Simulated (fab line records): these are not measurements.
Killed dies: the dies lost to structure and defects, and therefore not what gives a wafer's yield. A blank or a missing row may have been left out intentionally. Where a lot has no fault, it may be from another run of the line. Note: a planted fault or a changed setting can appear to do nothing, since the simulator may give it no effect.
Chamber matching | flow n5_finfet | N5_BEOL_M3_STRIP_66 on rie_diel-05 has 4 sister chambers
The step strips in CF4. 4 wafers are shown with their chamber, then 9 later ones without.

== EACH WAFER AND ITS CHAMBER ==
wafer  | chamber | drypump_motor_current_A (A)
L081.3 | 1       | 5.1
L082.4 | 0       | 5.4
L087.3 | 3       | 6.3
L087.5 | 2       | 5.8

== WAFERS MISSING THEIR CHAMBER ==
wafer  | drypump_motor_current_A (A)
L089.1 | 5.3
L089.3 | 6.3
L089.5 | 5.1
L091.1 | 5.9
L091.4 | 6.3
L091.5 | 5.1
L097.2 | 5.1
L097.3 | 5.3
L097.6 | 5.9

== CHAMBER TAKEN BY EACH ==
wafer  | from the rows above     | in truth
L089.1 | can't be placed: 0 or 1 | 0
L089.3 | 3                       | 3
L089.5 | 1                       | 1
L091.1 | 2                       | 2
L091.4 | 3                       | 3
L091.5 | 1                       | 1
L097.2 | 1                       | 1
L097.3 | can't be placed: 0 or 1 | 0
L097.6 | 2                       | 2
7 of 9 placed correctly. These rows do not allow placing 2 (true chamber among the candidates in 2). 0 placed wrongly.
How it was worked out, from the rows above alone: a wafer's distance from a chamber is the root of the sum, over the readings, of the square of ((its reading less the chamber's mean) divided by the reading's scatter). The wafer belongs to the nearest chamber; if the next one is less than 2 further off, it can't be placed. A chamber's mean is the mean of its shown wafers. The scatter: with one shown wafer a chamber, the root of the mean of the squares of how far each hidden wafer lies from its nearest shown one.
